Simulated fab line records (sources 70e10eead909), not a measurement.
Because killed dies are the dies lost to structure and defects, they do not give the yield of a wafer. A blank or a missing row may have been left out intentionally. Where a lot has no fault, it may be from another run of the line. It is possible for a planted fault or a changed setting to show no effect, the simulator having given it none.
Comparing a struck lot with a sound one + flow nand-harc + 18 out of 1159 route steps
Sound: these wafers, L461.3, L461.4, L461.5. The struck wafers were L468.1, L468.2, L468.3. The cause is named last.
Each step with rows lists, per side, the tool, then ch with its chambers, then its first start. Under that, the readings that differ: sound wafers + struck wafers + difference of the means + sigmas: that difference in standard deviations of wafers without a fault.
alike: readings with means less than 2 such deviations apart, plus words and numbers identical on both sides. not compared: withheld readings, readings lacking a value on some wafer, bounds such as >300 that could conceal the same value, and numbers that have no deviation in the record and whose values overlap.
A row with sigmas, a row that says differs or no value, or rows on one side alone: a step with any of these is where the two part. Non-overlapping numbers with no deviation appear without sigmas and do not part them. Lack of a reading on every wafer of one side parts them only where that side has two or more wafers.

NHARC_P_GATE_CD_MEAS_46: target cd 720 nm.
  sound on cd-sem-02 ch 0, day 6 23:58; struck on cd-sem-03 ch 0, day 8 09:15
  alike: cd-nm
then, 1 step without rows for these wafers: NHARC_P_GATE_HARDBAKE_47 (time 80 s).
NHARC_P_GATE_DESCUM_48: chemistry O2, time 3 s.
  sound on rie-diel-13 ch 0,2,3, day 7 00:09; struck on rie-diel-12 ch 0,2,3, day 8 09:25
  alike: drypump-motor-current-A, oes-product-au, rf-vpp-V, showerhead-plenum-p-Torr, throttle-valve-pct
  not compared: rf-hours-counter-h
following that, these wafers have no rows for 1 step: NHARC_P_GATE_IMPLANT_49.
NHARC_P_GATE_STRIP_111: strips in N2/H2, time 250 s.
  sound on plasma-asher-02 ch 0,1, day 7 00:35; struck on plasma-asher-02 ch 0,1, day 8 09:47
  alike: drypump-motor-current-A, heater-power-w, temp-c
  not compared: rf-hours-counter-h
NHARC_P_GATE_STRIP_75: strips in O2.
  sound on plasma-asher-02 ch 0,1, day 7 00:49; struck on plasma-asher-02 ch 0,1, day 8 10:05
  alike: drypump-motor-current-A, heater-power-w, temp-c
  not compared: rf-hours-counter-h
then, 6 steps without rows for these wafers: NHARC_P_GATE_STRIP_50 (strips in SPM, time 900 s); NHARC_P_GATE_DEHYDRATE_51 (time 120 s); NHARC_P_GATE_HMDS_52 (time 30 s); NHARC_P_GATE_COAT_53; NHARC_P_GATE_SOFTBAKE_54 (time 95 s); NHARC_P_GATE_EBR_55.
NHARC_P_GATE_EXPOSE_56: exposes mask P PSD, target cd 720 nm.
  sound on krf-scanner-03 ch 0, day 7 01:34; struck on krf-scanner-01 ch 0, day 8 10:52
| reading | sound                   | struck                  | difference | sigmas |
|---------|-------------------------|-------------------------|------------|--------|
| mask    | P_PSD#0 P_PSD#0 P_PSD#0 | P_NSD#0 P_NSD#0 P_NSD#0 | differs    |        |
then, 2 steps without rows for these wafers: NHARC_P_GATE_PEB_57 (peb time 85 s); NHARC_P_GATE_DEVELOP_58 (time 70 s).
NHARC_P_GATE_CD_MEAS_59: target cd 720 nm.
  sound on cd-sem-01 ch 0, day 7 01:43; struck on cd-sem-03 ch 0, day 8 11:02
| reading    | sound             | struck | difference                    | sigmas |
|------------|-------------------|--------|-------------------------------|--------|
| cd-nm (nm) | 719.9 719.8 719.1 | - - -  | no value on the struck wafers |        |
then, 1 step without rows for these wafers: NHARC_P_GATE_HARDBAKE_60 (time 80 s).
-- the record jumps here: 14 days lie between the struck wafers' starts before and after (it left off in module P_GATE and takes up again in module END, whose first step shown is number 1159 of the route) --
NHARC_END_SORT_01:
  sound on prober-02 ch 0, day 22 01:39; struck on prober-01 ch 0, day 22 14:46
| reading             | sound | struck      | difference | sigmas      |
|---------------------|-------|-------------|------------|-------------|
| killed-at-periphery | 4 4   | 658 658 656 | +653       | +99 or more |
| killed-dies         | 22 23 | 677 677 677 | +654       | +73         |
  alike: killed-at-array, killed-at-other, killed-open, killed-short

WHERE THEY PART
At NHARC_P_GATE_EXPOSE_56 first; at NHARC_END_SORT_01 last (within this record only).

WHY: whatever the simulator had introduced
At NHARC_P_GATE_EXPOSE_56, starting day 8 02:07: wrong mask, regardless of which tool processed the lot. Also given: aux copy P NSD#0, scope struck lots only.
